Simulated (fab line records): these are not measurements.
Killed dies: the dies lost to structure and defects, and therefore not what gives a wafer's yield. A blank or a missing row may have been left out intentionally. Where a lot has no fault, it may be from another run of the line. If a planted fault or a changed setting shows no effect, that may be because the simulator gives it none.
A struck lot beside a sound one :: flow nand_harc :: 22 steps out of a route of 1302
Sound: these wafers, L622.1, L622.2, L622.6. The struck wafers were L627.2, L627.3, L627.4. At the end, the cause is stated.
Per side, at each step with rows, come the tool, then ch with its chambers, and then its first start. Under that, the readings that differ: sound wafers :: struck wafers :: difference of the means :: sigmas: that difference in standard deviations of wafers without a fault.
alike: a reading whose means differ by less than 2 such deviations, as well as words and numbers matching on both sides. not compared: withheld readings; readings where some wafer has no value; bounds like >300 that might hide an equal value; numbers whose values overlap and for which the record gives no deviation.
Wherever a step has rows on one side only, a row that says differs or no value, or a row with sigmas, the two part there. Numbers that don't overlap but have no deviation are shown without sigmas and don't part them. A reading missing from all wafers of one side parts the sides only when that side holds two or more wafers.

NHARC_P_CONTACT_CVD_23: deposits W, target thk 200 nm, time 557 s.
  sound: cvd_w-01 ch 0,1; struck: cvd_w-02 ch 0,1
  alike: heater_power_outer_w, heater_power_w, throttle_valve_pct
NHARC_P_CONTACT_CMP_24: polishes, t overpolish 30 s, target thk 200 nm.
  sound on cmp-04 ch 0,2,3, day 6 15:18; struck on cmp-02 ch 0,2,3, day 8 19:58
  alike: motor_current_A, overpolish_run_s, slurry_filter_dp_kPa, time_to_endpoint_s
  not compared: pad_life_wafers
following that, these wafers have no rows for 1 step: NHARC_P_CONTACT_SRD_26.
NHARC_P_CONTACT_INSPECT_27:
  sound on defect_inspect-01, day 6 15:40; struck on defect_inspect-01, day 8 20:21
  alike: raw_defect_count
then, 7 steps without rows for these wafers: NHARC_P_M0_DEP_00 (deposits SiOC, target thk 150 nm); NHARC_P_M0_DEHYDRATE_01 (time 120 s); NHARC_P_M0_HMDS_02 (time 30 s); NHARC_P_M0_COAT_33 (time 65 s); NHARC_P_M0_COAT_03 (resist thk 90 nm); NHARC_P_M0_SOFTBAKE_04 (time 55 s); NHARC_P_M0_EBR_05.
NHARC_P_M0_EXPOSE_06: exposes mask P M0, target cd 90 nm.
  sound on arfi_scanner-02 ch 0, day 6 16:26; struck on arfi_scanner-03 ch 0, day 8 21:07
reading: exposure_dose_mJ_cm2
sound: 81.26 81.21 81.24
struck: 129.95 129.90 129.94
difference: +48.69
sigmas: +99 or more
  alike: mask
then, 2 steps without rows for these wafers: NHARC_P_M0_PEB_07 (peb time 65 s); NHARC_P_M0_DEVELOP_08 (develop time 35 s).
NHARC_P_M0_CD_MEAS_09: the cd target is 90 nm.
  sound on cd_sem-02 ch 0, day 6 16:34; struck on cd_sem-02 ch 0, day 8 21:15
reading: cd_nm (nm)
sound: 89.7 89.9 89.5
struck: 119.9 119.5 119.3
difference: +29.9
sigmas: +35
NHARC_P_M0_OVL_MEAS_10: pitch 180 nm.
  sound on overlay-02, day 6 16:40; struck on overlay-02, day 8 21:20
  alike: overlay_x_nm, overlay_y_nm
NHARC_P_M0_INSPECT_11:
  sound on defect_inspect-02, day 6 16:42; struck on defect_inspect-02, day 8 21:22
  alike: raw_defect_count
NHARC_P_M0_DESCUM_14: chemistry O2, time 3 s.
  sound on rie_diel-02 ch 1,3, day 6 16:47; struck on rie_diel-02 ch 1,2,3, day 8 21:26
reading: model.P_M0.cd_nm (nm)
sound: 90.02 89.01 89.72
struck: 119.7 119.8 118.8
difference: +29.9
sigmas: 
  alike: drypump_motor_current_A, oes_product_au, rf_vpp_V, showerhead_plenum_p_Torr, throttle_valve_pct
  not compared: rf_hours_counter_h
NHARC_P_M0_ETCH_34: etches the open film in N2/H2, target depth 40 nm, overetch 12 nm, time 43.94 s.
  sound on rie_diel-02 ch 0,1, day 6 17:37; struck on rie_diel-02 ch 1,2,3, day 8 21:31
  alike: drypump_motor_current_A, oes_product_au, rf_vpp_V, showerhead_plenum_p_Torr, throttle_valve_pct
  not compared: rf_hours_counter_h
NHARC_P_M0_ETCH_15: etches the open film in C4F8/Ar, target depth 150 nm, overetch 15 nm, time 82.5 s.
  sound: rie_diel-02 ch 0,3; struck: rie_diel-02 ch 0,1,2
reading: model.P_M0.cd_nm (nm)
sound: 89.94 88.6 89.27
struck: 119.5 120.2 118.6
difference: +30.2
sigmas: 
  alike: oes_product_au, rf_vpp_V
  not compared: rf_hours_counter_h
NHARC_P_M0_CD_MEAS_16:
  sound on cd_sem-01, day 6 17:50; struck on cd_sem-01, day 8 21:44
reading: cd_nm (nm)
sound: 89.8 88.7 89.3
struck: 119.6 120.0 118.5
difference: +30.1
sigmas: +25
-- jump in the record: it breaks off in module P_M0 and resumes in module END (first step shown: number 1302 of the route), and 18 days separate the struck wafers' starts before and after --
NHARC_END_SORT_01:
  sound on prober-02 ch 0, day 25 00:10; struck on prober-01 ch 0, day 26 23:58
reading: defect_limited_yield (%)
sound: 91 92 93
struck: 82 81 84
difference: -10
sigmas: -2

reading: killed_at_periphery
sound: 5 7 5
struck: 15 18 10
difference: +9
sigmas: +4

reading: killed_dies
sound: 59 54 48
struck: 121 127 105
difference: +64
sigmas: +2
  alike: killed_at_array, killed_at_other, killed_open, killed_short

WHERE THEY PART
First at NHARC_P_M0_EXPOSE_06; last, within this record, at NHARC_END_SORT_01.

WHY: the cause the simulator had injected
Drift in process parameters on arfi_scanner-03 at NHARC_P_M0_EXPOSE_06, starting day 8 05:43. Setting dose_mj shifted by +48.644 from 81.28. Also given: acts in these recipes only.
